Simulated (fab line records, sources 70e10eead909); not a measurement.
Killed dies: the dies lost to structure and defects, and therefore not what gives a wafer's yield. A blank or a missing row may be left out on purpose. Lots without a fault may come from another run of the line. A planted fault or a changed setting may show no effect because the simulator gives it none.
Chamber matching || flow nand_harc || NHARC_P_M2_CMP_23 on cmp-01 has 4 sister chambers
The step polishes, t overpolish 20 s, target thk 144.3 nm. 4 wafers are shown with their chamber, then 8 later ones without.

== WAFERS, EACH WITH ITS CHAMBER ==
{"wafer": "L189.5", "chamber": 2, "motor_current_A (A)": 12.7}
{"wafer": "L190.1", "chamber": 1, "motor_current_A (A)": 12.8}
{"wafer": "L190.2", "chamber": 3, "motor_current_A (A)": 10.7}
{"wafer": "L190.4", "chamber": 0, "motor_current_A (A)": 13.4}

== WAFERS WHOSE CHAMBER IS MISSING ==
{"wafer": "L192.1", "motor_current_A (A)": 10.7}
{"wafer": "L192.3", "motor_current_A (A)": 12.6}
{"wafer": "L192.4", "motor_current_A (A)": 12.5}
{"wafer": "L194.1", "motor_current_A (A)": 13.4}
{"wafer": "L194.4", "motor_current_A (A)": 11.2}
{"wafer": "L199.2", "motor_current_A (A)": 12.9}
{"wafer": "L199.3", "motor_current_A (A)": 11.3}
{"wafer": "L199.6", "motor_current_A (A)": 12.9}

== WHICH CHAMBER EACH ONE RAN IN ==
{"wafer": "L192.1", "from the rows above": 3, "in truth": 3}
{"wafer": "L192.3", "from the rows above": "can't be placed: 2 or 1", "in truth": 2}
{"wafer": "L192.4", "from the rows above": "can't be placed: 2 or 1", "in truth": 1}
{"wafer": "L194.1", "from the rows above": 0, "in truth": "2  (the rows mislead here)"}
{"wafer": "L194.4", "from the rows above": 3, "in truth": 3}
{"wafer": "L199.2", "from the rows above": "can't be placed: 1 or 2 or 0", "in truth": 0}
{"wafer": "L199.3", "from the rows above": 3, "in truth": 3}
{"wafer": "L199.6", "from the rows above": "can't be placed: 1 or 2 or 0", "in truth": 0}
Correctly placed: 3 of 8. From these rows, 4 cannot be placed; in 4 the true chamber is one of the candidates. Wrongly placed: 1.
How it was worked out, from the rows above alone: a wafer's distance from a chamber is the root of the sum, over the readings, of the square of ((its reading less the chamber's mean) divided by the reading's scatter). The wafer belongs to the nearest chamber; if the next one is less than 2 further off, it can't be placed. For every chamber, the mean is computed from those of its wafers that are shown. The scatter (one wafer shown for each chamber): square how far every hidden wafer sits from the nearest shown wafer, average those squares and take the square root.
